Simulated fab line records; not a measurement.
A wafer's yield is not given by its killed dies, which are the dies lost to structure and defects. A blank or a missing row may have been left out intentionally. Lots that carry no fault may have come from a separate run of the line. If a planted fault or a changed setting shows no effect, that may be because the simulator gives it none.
Chamber matching :: flow n5Finfet :: N5_BEOL_M8_PECVD_70 on pecvd-04 has 3 sister chambers
The step deposits SiO2 from TEOS/O2, target thk 20 nm, time 22.7 s. 6 wafers are shown with their chamber, then 7 later ones without.

## WAFERS, EACH WITH ITS CHAMBER
wafer: L294.5
chamber: 2
showerheadPlenumPTorr (Torr): 8.73
throttleValvePct (%): 22.1

wafer: L300.1
chamber: 2
showerheadPlenumPTorr (Torr): 8.73
throttleValvePct (%): 21.9

wafer: L308.5
chamber: 0
showerheadPlenumPTorr (Torr): 8.77
throttleValvePct (%): 22.5

wafer: L308.6
chamber: 1
showerheadPlenumPTorr (Torr): 8.77
throttleValvePct (%): 22.8

wafer: L309.2
chamber: 0
showerheadPlenumPTorr (Torr): 8.78
throttleValvePct (%): 22.3

wafer: L309.4
chamber: 1
showerheadPlenumPTorr (Torr): 8.81
throttleValvePct (%): 23.0

## WAFERS WITH NO CHAMBER GIVEN
wafer: L309.5
showerheadPlenumPTorr (Torr): 8.75
throttleValvePct (%): 22.2

wafer: L313.3
showerheadPlenumPTorr (Torr): 8.80
throttleValvePct (%): 23.0

wafer: L313.5
showerheadPlenumPTorr (Torr): 8.78
throttleValvePct (%): 23.2

wafer: L313.6
showerheadPlenumPTorr (Torr): 8.74
throttleValvePct (%): 22.4

wafer: L314.1
showerheadPlenumPTorr (Torr): 8.76
throttleValvePct (%): 22.1

wafer: L314.2
showerheadPlenumPTorr (Torr): 8.77
throttleValvePct (%): 22.4

wafer: L314.6
showerheadPlenumPTorr (Torr): 8.79
throttleValvePct (%): 22.8

## CHAMBER TAKEN BY EACH
wafer: L309.5
from the rows above: can't be placed: 2 or 0
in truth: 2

wafer: L313.3
from the rows above: 1
in truth: 1

wafer: L313.5
from the rows above: 1
in truth: 1

wafer: L313.6
from the rows above: can't be placed: 0 or 2
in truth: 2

wafer: L314.1
from the rows above: can't be placed: 2 or 0
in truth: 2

wafer: L314.2
from the rows above: 0
in truth: 0

wafer: L314.6
from the rows above: 1
in truth: 1
Correctly placed: 4 of 7. These rows do not allow placing 3 (true chamber among the candidates in 3). Placed wrongly: 0.
How it was worked out, from the rows above alone: a wafer's distance from a chamber is the root of the sum, over the readings, of the square of ((its reading less the chamber's mean) divided by the reading's scatter). The wafer belongs to the nearest chamber; if the next one is less than 2 further off, it can't be placed. A chamber's mean is the mean of its shown wafers. The scatter is the square root of a quotient: the sum, over the shown wafers, of each reading's squared deviation from its chamber's mean, divided by wafers minus chambers.
